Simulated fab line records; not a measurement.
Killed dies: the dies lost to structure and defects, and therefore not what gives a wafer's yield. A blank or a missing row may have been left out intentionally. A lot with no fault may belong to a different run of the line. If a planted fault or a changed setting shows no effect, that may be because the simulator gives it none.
Which tool was responsible? / flow n5 finfet / Sampling: 12 lots, 35 wafers, 5 of 1938 route steps

WHAT THE GAUGES SHOWED, per wafer
N5_BEOL_M8_INSPECT_58: inspects for defects (darkfield).
lot=L910; measured=day 9 05:31; on=defect inspect-01; raw defect count=99 86 108
lot=L911; measured=day 9 22:49; on=defect inspect-01; raw defect count=116 69 63
lot=L913; measured=day 10 11:53; on=defect inspect-02; raw defect count=56 53 44
lot=L915; measured=day 10 18:56; on=defect inspect-01; raw defect count=72 53 39
lot=L916; measured=day 11 02:58; on=defect inspect-01; raw defect count=52 88 83
lot=L918; measured=day 11 18:34; on=defect inspect-01; raw defect count=91 92
lot=L925; measured=day 13 05:59; on=defect inspect-02; raw defect count=54 80 105
lot=L923; measured=day 13 06:22; on=defect inspect-02; raw defect count=63 56 77
lot=L924; measured=day 13 09:04; on=defect inspect-01; raw defect count=107 122 122
lot=L926; measured=day 13 21:16; on=defect inspect-01; raw defect count=58 68 55
lot=L927; measured=day 14 02:07; on=defect inspect-02; raw defect count=103 126 110
lot=L932; measured=day 15 03:00; on=defect inspect-01; raw defect count=80 53 51

N5_BEOL_M9_OVL_MEAS_12.
lot=L910; measured=day 9 09:32; on=overlay-01; M9_OVL (nm)=-0.1 -0.1 -0.6
lot=L911; measured=day 10 02:39; on=overlay-01; M9_OVL (nm)=0.1 -1.1 -0.4
lot=L913; measured=day 10 13:38; on=overlay-02; M9_OVL (nm)=-0.1 -0.6 0.1
lot=L915; measured=day 10 20:48; on=overlay-01; M9_OVL (nm)=-1.2 -1.3 0.0
lot=L916; measured=day 11 05:56; on=overlay-01; M9_OVL (nm)=1.6 1.2 1.1
lot=L918; measured=day 11 20:47; on=overlay-02; M9_OVL (nm)=0.0 -0.3
lot=L925; measured=day 13 07:47; on=overlay-01; M9_OVL (nm)=-0.2 -0.5 -0.1
lot=L923; measured=day 13 08:43; on=overlay-01; M9_OVL (nm)=0.0 0.5 -0.1
lot=L924; measured=day 13 12:13; on=overlay-02; M9_OVL (nm)=0.1 0.9 1.0
lot=L926; measured=day 14 00:15; on=overlay-02; M9_OVL (nm)=-0.1 -1.0 0.1
lot=L927; measured=day 14 04:49; on=overlay-02; M9_OVL (nm)=-0.3 -0.1 -1.1
lot=L932; measured=day 15 04:31; on=overlay-01; M9_OVL (nm)=13.7 12.3 13.8

N5_BEOL_M9_CD_MEAS_18: pitch 140 nm, target cd 70 nm.
lot=L910; measured=day 9 10:11; on=cd sem-01; cd nm (nm)=71.0 69.6 69.6
lot=L911; measured=day 10 03:10; on=cd sem-01; cd nm (nm)=69.9 70.0 70.3
lot=L913; measured=day 10 14:16; on=cd sem-03; cd nm (nm)=70.5 70.2 69.7
lot=L915; measured=day 10 21:20; on=cd sem-01; cd nm (nm)=69.2 69.0 68.2
lot=L916; measured=day 11 06:34; on=cd sem-03; cd nm (nm)=70.9 70.9 70.8
lot=L918; measured=day 11 21:23; on=cd sem-03; cd nm (nm)=69.2 70.3
lot=L925; measured=day 13 08:18; on=cd sem-03; cd nm (nm)=69.1 71.2 69.5
lot=L923; measured=day 13 09:14; on=cd sem-02; cd nm (nm)=69.2 69.6 69.7
lot=L924; measured=day 13 13:11; on=cd sem-02; cd nm (nm)=71.1 70.9 70.4
lot=L926; measured=day 14 00:46; on=cd sem-03; cd nm (nm)=70.0 69.1 69.9
lot=L927; measured=day 14 05:41; on=cd sem-01; cd nm (nm)=70.1 70.4 70.8
lot=L932; measured=day 15 05:03; on=cd sem-02; cd nm (nm)=69.5 69.6 69.3

WHICH TOOL RAN EACH LOT (tool, then ch and the chambers of the sampled wafers, then the start)
lot=L910; N5_BEOL_M9_EXPOSE_08=arfi scanner-02 ch 0, day 9 09:23; N5_BEOL_M9_STRIP_19=rie diel-01 ch 1,2, day 9 10:07
lot=L911; N5_BEOL_M9_EXPOSE_08=arfi scanner-01 ch 0, day 10 02:30; N5_BEOL_M9_STRIP_19=rie diel-01 ch 2,3, day 10 03:05
lot=L913; N5_BEOL_M9_EXPOSE_08=arfi scanner-01 ch 0, day 10 13:29; N5_BEOL_M9_STRIP_19=rie diel-01 ch 2,3, day 10 14:12
lot=L915; N5_BEOL_M9_EXPOSE_08=arfi scanner-03 ch 0, day 10 20:39; N5_BEOL_M9_STRIP_19=rie diel-01 ch 1,2,3, day 10 21:16
lot=L916; N5_BEOL_M9_EXPOSE_08=arfi scanner-03 ch 0, day 11 05:46; N5_BEOL_M9_STRIP_19=rie diel-04 ch 0,1, day 11 06:29
lot=L918; N5_BEOL_M9_EXPOSE_08=arfi scanner-03 ch 0, day 11 20:38; N5_BEOL_M9_STRIP_19=rie diel-01 ch 2,3, day 11 21:19
lot=L925; N5_BEOL_M9_EXPOSE_08=arfi scanner-02 ch 0, day 13 07:38; N5_BEOL_M9_STRIP_19=rie diel-04 ch 0,1,2, day 13 08:14
lot=L923; N5_BEOL_M9_EXPOSE_08=arfi scanner-03 ch 0, day 13 08:34; N5_BEOL_M9_STRIP_19=rie diel-03 ch 0,1,3, day 13 09:10
lot=L924; N5_BEOL_M9_EXPOSE_08=arfi scanner-02 ch 0, day 13 12:04; N5_BEOL_M9_STRIP_19=rie diel-01 ch 0,1, day 13 13:07
lot=L926; N5_BEOL_M9_EXPOSE_08=arfi scanner-01 ch 0, day 14 00:05; N5_BEOL_M9_STRIP_19=rie diel-04 ch 1,2,3, day 14 00:41
lot=L927; N5_BEOL_M9_EXPOSE_08=arfi scanner-02 ch 0, day 14 04:40; N5_BEOL_M9_STRIP_19=rie diel-04 ch 0,1,3, day 14 05:37
lot=L932; N5_BEOL_M9_EXPOSE_08=arfi scanner-02 ch 0, day 15 04:21; N5_BEOL_M9_STRIP_19=rie diel-01 ch 0,3, day 15 04:59
- N5_BEOL_M9_EXPOSE_08: exposes mask M9.
- N5_BEOL_M9_STRIP_19: strips in O2.

AS READ BY THE TOOLS THEMSELVES (means over the sampled wafers that have a number; for cases with no such wafer, the mark the record gives instead)
N5_BEOL_M9_EXPOSE_08.
lot=L910; tool=arfi scanner-02; reticle temp C (C)=22.96
lot=L911; tool=arfi scanner-01; reticle temp C (C)=23.06
lot=L913; tool=arfi scanner-01; reticle temp C (C)=22.95
lot=L915; tool=arfi scanner-03; reticle temp C (C)=23.06
lot=L916; tool=arfi scanner-03; reticle temp C (C)=22.92
lot=L918; tool=arfi scanner-03; reticle temp C (C)=22.98
lot=L925; tool=arfi scanner-02; reticle temp C (C)=23.00
lot=L923; tool=arfi scanner-03; reticle temp C (C)=22.91
lot=L924; tool=arfi scanner-02; reticle temp C (C)=22.98
lot=L926; tool=arfi scanner-01; reticle temp C (C)=22.95
lot=L927; tool=arfi scanner-02; reticle temp C (C)=22.90
lot=L932; tool=arfi scanner-02; reticle temp C (C)=22.96

N5_BEOL_M9_STRIP_19.
lot=L910; tool=rie diel-01; drypump motor current A (A)=6.2; oes product au (a.u.)=0.78; rf vpp V (V)=3.5; showerhead plenum p Torr (Torr)=2.11; throttle valve pct (%)=16.68
lot=L911; tool=rie diel-01; drypump motor current A (A)=6.0; oes product au (a.u.)=0.72; rf vpp V (V)=3.7; showerhead plenum p Torr (Torr)=2.05; throttle valve pct (%)=16.82
lot=L913; tool=rie diel-01; drypump motor current A (A)=6.0; oes product au (a.u.)=0.72; rf vpp V (V)=4.3; showerhead plenum p Torr (Torr)=2.05; throttle valve pct (%)=16.84
lot=L915; tool=rie diel-01; drypump motor current A (A)=6.0; oes product au (a.u.)=0.76; rf vpp V (V)=3.6; showerhead plenum p Torr (Torr)=2.08; throttle valve pct (%)=16.65
lot=L916; tool=rie diel-04; drypump motor current A (A)=5.6; oes product au (a.u.)=0.84; rf vpp V (V)=4.0; showerhead plenum p Torr (Torr)=2.03; throttle valve pct (%)=16.59
lot=L918; tool=rie diel-01; drypump motor current A (A)=6.0; oes product au (a.u.)=0.71; rf vpp V (V)=3.5; showerhead plenum p Torr (Torr)=2.05; throttle valve pct (%)=16.87
lot=L925; tool=rie diel-04; drypump motor current A (A)=5.5; oes product au (a.u.)=0.76; rf vpp V (V)=3.5; showerhead plenum p Torr (Torr)=2.07; throttle valve pct (%)=16.67
lot=L923; tool=rie diel-03; drypump motor current A (A)=5.5; oes product au (a.u.)=0.71; rf vpp V (V)=3.9; showerhead plenum p Torr (Torr)=2.15; throttle valve pct (%)=17.00
lot=L924; tool=rie diel-01; drypump motor current A (A)=5.8; oes product au (a.u.)=0.86; rf vpp V (V)=3.9; showerhead plenum p Torr (Torr)=2.12; throttle valve pct (%)=16.44
lot=L926; tool=rie diel-04; drypump motor current A (A)=5.9; oes product au (a.u.)=0.86; rf vpp V (V)=3.9; showerhead plenum p Torr (Torr)=2.09; throttle valve pct (%)=16.62
lot=L927; tool=rie diel-04; drypump motor current A (A)=5.6; oes product au (a.u.)=0.84; rf vpp V (V)=4.1; showerhead plenum p Torr (Torr)=2.04; throttle valve pct (%)=16.77
lot=L932; tool=rie diel-01; drypump motor current A (A)=5.6; oes product au (a.u.)=0.76; rf vpp V (V)=2.9; showerhead plenum p Torr (Torr)=2.06; throttle valve pct (%)=16.83

THE ANSWER, worked out from the rows above alone
Rule: usual is defined by the lots themselves. Put in order of their means at a reading, lots are off if they are a third of the lots or fewer, leave a main group of 4 or more, and stand apart from it by a gap of 3 or more times the standard deviation of the main group's means; of several such gaps the widest counts. A main group whose means are all the same, to the digits that the tables above print for the reading, isn't used. Also off: a lot with no number at a reading for which 4 or more lots have one. The other lots that the step has rows for count as sound. After the gauges, taken in route order, come the tools' own readings; for these a lot's mean is taken, as printed above. The first step at which some lot is off is used, and at that step the reading that is off furthest; a lot without a number counts as furthest.
Off: L932, at N5_BEOL_M9_OVL_MEAS_12 (M9_OVL). The main group: mean -0.1 nm, standard deviation 0.57.
If a tool, at a process step before that reading, ran all the lots that are off and no sound lot after the first of them, it fits. The gauges at N5_BEOL_M9_OVL_MEAS_12 are tried like those tools. Can't be told from this: 2 tools fit, arfi scanner-02 at N5_BEOL_M9_EXPOSE_08, overlay-01 at N5_BEOL_M9_OVL_MEAS_12.

WHAT THE SIMULATOR PUT IN
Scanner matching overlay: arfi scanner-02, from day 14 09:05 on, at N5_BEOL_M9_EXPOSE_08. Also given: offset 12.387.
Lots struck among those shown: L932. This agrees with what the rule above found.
